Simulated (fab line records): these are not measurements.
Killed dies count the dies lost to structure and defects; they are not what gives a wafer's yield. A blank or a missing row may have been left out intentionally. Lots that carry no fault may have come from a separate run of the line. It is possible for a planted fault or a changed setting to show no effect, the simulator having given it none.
Lot-split experiment :: flow n5 finfet :: 7 lots, 39 wafers read, on a route of 1938 steps

ON THE SPLIT
At N5_BEOL_M15_ILD_DEP_00 (deposits SiO2 from TEOS/O2, target thk 1629.3 nm, time 346.1 s), the setting time s was moved away from the recipe's 346.1 s on 15 of the 39 wafers read, by -17.0% to +49.2%. This setting was run at the recipe's value on the other wafers.

FROM THE SPLIT TO THE READING: what the file shows between them, 10 steps
- N5_BEOL_M15_THK_MEAS_01
- N5_BEOL_M15_COAT_58: time 60 s, resist thk 89 nm
- N5_BEOL_M15_COAT_04: resist thk 800 nm
- N5_BEOL_M15_DESCUM_15: chemistry O2, time 7.9 s
- N5_BEOL_M15_ETCH_59: etches BARC in N2/H2, target depth 89 nm, overetch 26.7 nm, time 67.9 s
- N5_BEOL_M15_VIA_ETCH_16: etches SiO2 in C4F8/O2/Ar, target depth 1792.2 nm
- N5_BEOL_M15_STRIP_63: strips in O2
- N5_BEOL_M15_STRIP_64: strips in O2
- N5_BEOL_M15_STRIP_65: strips in post etch residue remover, time 60 s
- N5_BEOL_M15_SRD_66: time 30 s, dry time 30 s

THE READING
cd nm at N5_BEOL_M15_CD_MEAS_17, given in nm (cd target 360 nm). Typical for fault-free wafers on this fab line: 361.1 nm, with standard deviation 1.4 nm.

wafer: L074.1
tool, chamber at the split: pecvd-01, 1
time s as run, s: 346.1
against the recipe: recipe
cd nm, nm: 358.5
against lot-mates on the recipe: -

wafer: L074.2
tool, chamber at the split: pecvd-01, 0
time s as run, s: 486.6
against the recipe: +40.6%
cd nm, nm: 365.8
against lot-mates on the recipe: +6.3

wafer: L074.3
tool, chamber at the split: pecvd-01, 2
time s as run, s: 486.6
against the recipe: +40.6%
cd nm, nm: 367.1
against lot-mates on the recipe: +7.6

wafer: L074.4
tool, chamber at the split: pecvd-01, 2
time s as run, s: 486.6
against the recipe: +40.6%
cd nm, nm: 366.7
against lot-mates on the recipe: +7.2

wafer: L074.5
tool, chamber at the split: pecvd-01, 0
time s as run, s: 346.1
against the recipe: recipe
cd nm, nm: 359.9
against lot-mates on the recipe: -

wafer: L074.6
tool, chamber at the split: pecvd-01, 1
time s as run, s: 346.1
against the recipe: recipe
cd nm, nm: 360.2
against lot-mates on the recipe: -

wafer: L076.1
tool, chamber at the split: pecvd-04, 0
time s as run, s: 346.1
against the recipe: recipe
cd nm, nm: 361.4
against lot-mates on the recipe: -

wafer: L076.2
tool, chamber at the split: pecvd-04, 2
time s as run, s: 478.8
against the recipe: +38.3%
cd nm, nm: 365.9
against lot-mates on the recipe: +5.4

wafer: L076.3
tool, chamber at the split: pecvd-04, 1
time s as run, s: 346.1
against the recipe: recipe
cd nm, nm: 360.4
against lot-mates on the recipe: -

wafer: L076.4
tool, chamber at the split: pecvd-04, 1
time s as run, s: 346.1
against the recipe: recipe
cd nm, nm: 359.6
against lot-mates on the recipe: -

wafer: L076.5
tool, chamber at the split: pecvd-04, 2
time s as run, s: 478.8
against the recipe: +38.3%
cd nm, nm: 366.3
against lot-mates on the recipe: +5.8

wafer: L076.6
tool, chamber at the split: pecvd-04, 0
time s as run, s: 478.8
against the recipe: +38.3%
cd nm, nm: 366.1
against lot-mates on the recipe: +5.6

wafer: L078.1
tool, chamber at the split: pecvd-01, 0
time s as run, s: 346.1
against the recipe: recipe
cd nm, nm: 361.7
against lot-mates on the recipe: -

wafer: L078.2
tool, chamber at the split: pecvd-01, 1
time s as run, s: 516.3
against the recipe: +49.2%
cd nm, nm: 370.5
against lot-mates on the recipe: +8.6

wafer: L078.3
tool, chamber at the split: pecvd-01, 2
time s as run, s: 346.1
against the recipe: recipe
cd nm, nm: 363.1
against lot-mates on the recipe: -

wafer: L078.4
tool, chamber at the split: pecvd-01, 2
time s as run, s: 516.3
against the recipe: +49.2%
cd nm, nm: 369.8
against lot-mates on the recipe: +7.9

wafer: L078.5
tool, chamber at the split: pecvd-01, 0
time s as run, s: 516.3
against the recipe: +49.2%
cd nm, nm: 367.7
against lot-mates on the recipe: +5.8

wafer: L078.6
tool, chamber at the split: pecvd-01, 1
time s as run, s: 346.1
against the recipe: recipe
cd nm, nm: 360.8
against lot-mates on the recipe: -

wafer: L079.1
tool, chamber at the split: pecvd-04, 2
time s as run, s: 406.2
against the recipe: +17.4%
cd nm, nm: 363.4
against lot-mates on the recipe: +4.4

wafer: L079.2
tool, chamber at the split: pecvd-04, 0
time s as run, s: 406.2
against the recipe: +17.4%
cd nm, nm: 361.0
against lot-mates on the recipe: +2.0

wafer: L079.3
tool, chamber at the split: pecvd-04, 1
time s as run, s: 406.2
against the recipe: +17.4%
cd nm, nm: 362.2
against lot-mates on the recipe: +3.2

wafer: L079.4
tool, chamber at the split: pecvd-04, 1
time s as run, s: 346.1
against the recipe: recipe
cd nm, nm: 359.3
against lot-mates on the recipe: -

wafer: L079.5
tool, chamber at the split: pecvd-04, 0
time s as run, s: 346.1
against the recipe: recipe
cd nm, nm: 359.3
against lot-mates on the recipe: -

wafer: L079.6
tool, chamber at the split: pecvd-04, 2
time s as run, s: 346.1
against the recipe: recipe
cd nm, nm: 358.4
against lot-mates on the recipe: -

wafer: L091.1
tool, chamber at the split: pecvd-04, 1
time s as run, s: 346.1
against the recipe: recipe
cd nm, nm: 362.6
against lot-mates on the recipe: -

wafer: L091.2
tool, chamber at the split: pecvd-04, 0
time s as run, s: 346.1
against the recipe: recipe
cd nm, nm: 359.9
against lot-mates on the recipe: -

wafer: L091.3
tool, chamber at the split: pecvd-04, 2
time s as run, s: 346.1
against the recipe: recipe
cd nm, nm: 359.8
against lot-mates on the recipe: -

wafer: L091.4
tool, chamber at the split: pecvd-04, 2,1
time s as run, s: 346.1
against the recipe: recipe
cd nm, nm: 359.0
against lot-mates on the recipe: -

wafer: L091.5
tool, chamber at the split: pecvd-04, 0
time s as run, s: 346.1
against the recipe: recipe
cd nm, nm: 360.9
against lot-mates on the recipe: -

wafer: L091.6
tool, chamber at the split: pecvd-04, 2,1
time s as run, s: 346.1
against the recipe: recipe
cd nm, nm: 358.6
against lot-mates on the recipe: -

wafer: L094.1
tool, chamber at the split: pecvd-02, 2
time s as run, s: 287.4
against the recipe: -17.0%
cd nm, nm: 358.8
against lot-mates on the recipe: -2.0

wafer: L094.2
tool, chamber at the split: pecvd-02, 1
time s as run, s: 346.1
against the recipe: recipe
cd nm, nm: 359.6
against lot-mates on the recipe: -

wafer: L094.3
tool, chamber at the split: pecvd-02, 0
time s as run, s: 287.4
against the recipe: -17.0%
cd nm, nm: 358.2
against lot-mates on the recipe: -2.6

wafer: L094.4
tool, chamber at the split: pecvd-02, 1
time s as run, s: 346.1
against the recipe: recipe
cd nm, nm: 361.8
against lot-mates on the recipe: -

wafer: L094.5
tool, chamber at the split: pecvd-02, 2
time s as run, s: 346.1
against the recipe: recipe
cd nm, nm: 360.9
against lot-mates on the recipe: -

wafer: L094.6
tool, chamber at the split: pecvd-02, 0
time s as run, s: 287.4
against the recipe: -17.0%
cd nm, nm: 360.1
against lot-mates on the recipe: -0.7

wafer: L097.2
tool, chamber at the split: pecvd-04, 2
time s as run, s: 346.1
against the recipe: recipe
cd nm, nm: 359.9
against lot-mates on the recipe: -

wafer: L097.3
tool, chamber at the split: pecvd-04, 0
time s as run, s: 346.1
against the recipe: recipe
cd nm, nm: 361.6
against lot-mates on the recipe: -

wafer: L097.5
tool, chamber at the split: pecvd-04, 0
time s as run, s: 346.1
against the recipe: recipe
cd nm, nm: 361.1
against lot-mates on the recipe: -
Where a row lists several chambers, the file gives one row for several wafers and doesn't say which wafer went through which chamber.

THE FIT
A straight line over all 39 wafers: cd nm changes by +0.156 nm for each +1% of time s; r = +0.93; the points scatter about the line by 1.3 nm.
The same after taking each lot's own level away (the mean of its wafers on the recipe; 39 wafers): +0.152 nm for each +1%; r = +0.95; scatter 0.98 nm.
According to that fit, moving time s by its largest amount changes the reading by 7.5 nm.
From 359.00 to 361.87 nm: that is the span of the lots' own levels, equal to 2.0 times the standard deviation above.
Hence the lot-to-lot level has little effect on the slope; both slopes agree.
Check: with one of the wafers moved furthest among these (+49.2%) left out of the fit, the line predicts +7.49 nm for it against its lot-mates. Against them it came out at +8.63 nm.

OTHER SPLITS ON THESE WAFERS
Note: prior to the reading, these wafers also went through further splits. Each is held against what the fit with the lots' levels taken away leaves over:
other split on the same wafers: N5_BEOL_M10_DEP_56 target thk a
wafers away from the commonest value: 15
r with cd nm (lot level and that fit taken away): +0.14

THE WHOLE CHAIN: every reading that the file lists as answering this split, in the file's order
step: N5_BEOL_M15_ILD_DEP_00
what it does: deposits SiO2 from TEOS/O2, target thk 1629.3 nm, time 346.1 s
reading: SiO2_of_BEOL_M15_ILD_DEP_00.thk nm (the simulator's own value, which no gauge read)
change (the file's fit): +16.2 nm for each +1% of the setting
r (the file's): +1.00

step: N5_BEOL_M15_THK_MEAS_01
what it does: 
reading: M15_ILD_THK
change (the file's fit): +16.2 for each +1% of the setting
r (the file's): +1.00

step: N5_BEOL_M15_VIA_ETCH_16
what it does: etches SiO2 in C4F8/O2/Ar, target depth 1792.2 nm
reading: etch.depth nm (the simulator's own value, which no gauge read)
change (the file's fit): +16.2 nm for each +1% of the setting
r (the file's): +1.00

step: N5_BEOL_M15_VIA_ETCH_16
what it does: etches SiO2 in C4F8/O2/Ar, target depth 1792.2 nm
reading: coat_of_BEOL_M15_COAT_04.thk nm (the simulator's own value, which no gauge read)
change (the file's fit): -3.85 nm for each +1% of the setting
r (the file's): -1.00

step: N5_BEOL_M15_CD_MEAS_17
what it does: target cd 360 nm
reading: cd nm
change (the file's fit): +0.155 nm for each +1% of the setting
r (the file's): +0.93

FILE'S OWN FIT
cd nm changes by +0.155 nm for each +1% of time s, r = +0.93.
